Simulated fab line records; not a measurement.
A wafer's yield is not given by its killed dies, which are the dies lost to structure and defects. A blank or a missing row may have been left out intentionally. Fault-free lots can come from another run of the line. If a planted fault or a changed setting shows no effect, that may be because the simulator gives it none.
A struck lot beside a sound one / flow nandHarc / 14 out of 1302 route steps
Sound: wafers L290.2, L290.3, L290.4. Struck: wafers L285.2, L285.6. (L285.3 of the same lot was not struck and is left out.) The cause comes at the end.
Order at every step that has rows: each side's tool, ch and its chambers, its first start. Under that, the readings that differ: sound wafers / struck wafers / difference of the means / sigmas: that difference in standard deviations of wafers without a fault.
alike: words and numbers the same on both sides, and readings whose means are apart by under 2 such deviations; not compared: readings that were withheld, readings missing a value for some wafer, numbers with overlapping values and no deviation given by the record, and bounds like >300 which may hide the same value.
Wherever a step has rows on one side only, a row that says differs or no value, or a row with sigmas, the two part there. Numbers that have no deviation but don't overlap get no sigmas and don't part them. A reading missing from all wafers of one side parts the sides only when that side holds two or more wafers.

NHARC_A_STAIRCASE_DEP_156: deposits SiNx, target thk 50 nm.
  sound on pecvd-03 ch 1,2, day 20 14:26; struck on pecvd-04 ch 0,2, day 18 22:47
  alike: heaterPowerW, showerheadVppV
then, 9 steps without rows for these wafers: NHARC_A_STAIRCASE_DEHYDRATE_158 (time 120 s); NHARC_A_STAIRCASE_HMDS_159 (time 30 s); NHARC_A_STAIRCASE_COAT_160; NHARC_A_STAIRCASE_SOFTBAKE_161 (time 170 s); NHARC_A_STAIRCASE_EBR_162; NHARC_A_STAIRCASE_EXPOSE_163 (exposes mask STAIR OPEN); NHARC_A_STAIRCASE_PEB_164 (peb time 130 s); NHARC_A_STAIRCASE_DEVELOP_165 (time 140 s); NHARC_A_STAIRCASE_HARDBAKE_167 (time 140 s).
NHARC_A_STAIRCASE_DESCUM_168: chemistry O2, time 3 s.
  sound on rieDiel-04 ch 0,1,3, day 20 15:47; struck on rieDiel-13 ch 0,1, day 18 23:46
  alike: drypumpMotorCurrentA, oesProductAu, rfVppV, showerheadPlenumPTorr, throttleValvePct
  not compared: rfHoursCounterH
NHARC_A_STAIRCASE_ETCH_169: etches the open film in CH3F/O2, target depth 50 nm, time 107.1 s.
  sound on rieDiel-04 ch 1,3, day 20 16:03; struck on rieDiel-13 ch 0,3, day 18 23:52
reading=oesProductAu (a.u.); sound=0.929 0.931 0.934; struck=0.852 0.852; difference=-0.079; sigmas=-5
  alike: biasW, drypumpMotorCurrentA, rfVppV, showerheadPlenumPTorr, throttleValvePct
  not compared: rfHoursCounterH
NHARC_A_STAIRCASE_ETCH_170: etches the open film in C4F6/O2, target depth 200 nm, time 66.667 s.
  sound on rieDiel-04 ch 0,3; struck on rieDiel-13 ch 0,3
reading=oesProductAu (a.u.); sound=1.004 1.013 0.995; struck=0.957 0.970; difference=-0.040; sigmas=-2
  alike: biasW, drypumpMotorCurrentA, rfVppV, showerheadPlenumPTorr, throttleValvePct
  not compared: rfHoursCounterH
NHARC_END_SORT_01:
  the record has rows for the sound wafers here (prober-01 ch 0, day 29 18:20) and none for the struck ones

== WHERE THEY PART ==
Last at NHARC_END_SORT_01 as far as this record goes, first at NHARC_A_STAIRCASE_ETCH_169.

WHY: what the simulator had put in
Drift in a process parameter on rieDiel-13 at NHARC_A_STAIRCASE_ETCH_169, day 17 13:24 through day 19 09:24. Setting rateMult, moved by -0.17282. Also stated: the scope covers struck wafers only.
